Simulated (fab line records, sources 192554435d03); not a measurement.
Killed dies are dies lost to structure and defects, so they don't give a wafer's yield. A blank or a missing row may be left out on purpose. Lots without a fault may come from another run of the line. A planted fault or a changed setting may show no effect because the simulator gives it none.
Chamber matching | flow n5_finfet | N5_BEOL_M13_TRENCH_ETCH_34 on rie_diel-05: 4 sister chambers
The step etches SiOC in C4F8/O2/Ar, target depth 413.47 nm, time 162.6 s. 8 wafers are shown with their chamber, then 8 later ones without.

WAFERS WITH THEIR CHAMBER
wafer  | chamber | drypump_motor_current_A (A) | showerhead_plenum_p_Torr (Torr)
L078.2 | 3       | 6.2                         | 3.47
L082.5 | 2       | 5.3                         | 3.41
L084.3 | 0       | 5.9                         | 3.46
L084.6 | 1       | 6.2                         | 3.31
L085.1 | 2       | 5.3                         | 3.40
L085.2 | 1       | 6.1                         | 3.31
L085.3 | 0       | 5.9                         | 3.46
L088.1 | 3       | 6.2                         | 3.47

WAFERS WITHOUT THEIR CHAMBER
wafer  | drypump_motor_current_A (A) | showerhead_plenum_p_Torr (Torr)
L088.4 | 6.1                         | 3.31
L088.5 | 6.2                         | 3.47
L095.1 | 6.2                         | 3.46
L095.3 | 6.0                         | 3.45
L095.6 | 6.2                         | 3.46
L097.1 | 5.9                         | 3.45
L097.4 | 6.2                         | 3.46
L097.6 | 6.2                         | 3.46

WHICH CHAMBER EACH WENT THROUGH
wafer  | from the rows above | in truth
L088.4 | 1                   | 1
L088.5 | 3                   | 3
L095.1 | 3                   | 3
L095.3 | 0                   | 0
L095.6 | 3                   | 3
L097.1 | 0                   | 0
L097.4 | 3                   | 3
L097.6 | 3                   | 3
Placed correctly: 8 of 8. Can't be placed from these rows: 0. Placed wrongly: 0.
How it was worked out, from the rows above alone: a wafer's distance from a chamber is the root of the sum, over the readings, of the square of ((its reading less the chamber's mean) divided by the reading's scatter). The wafer belongs to the nearest chamber; if the next one is less than 2 further off, it can't be placed. A chamber's mean is the mean of its shown wafers. The scatter: the root of (the sum of the squares of (reading less its chamber's mean) over the shown wafers, divided by (wafers less chambers)).
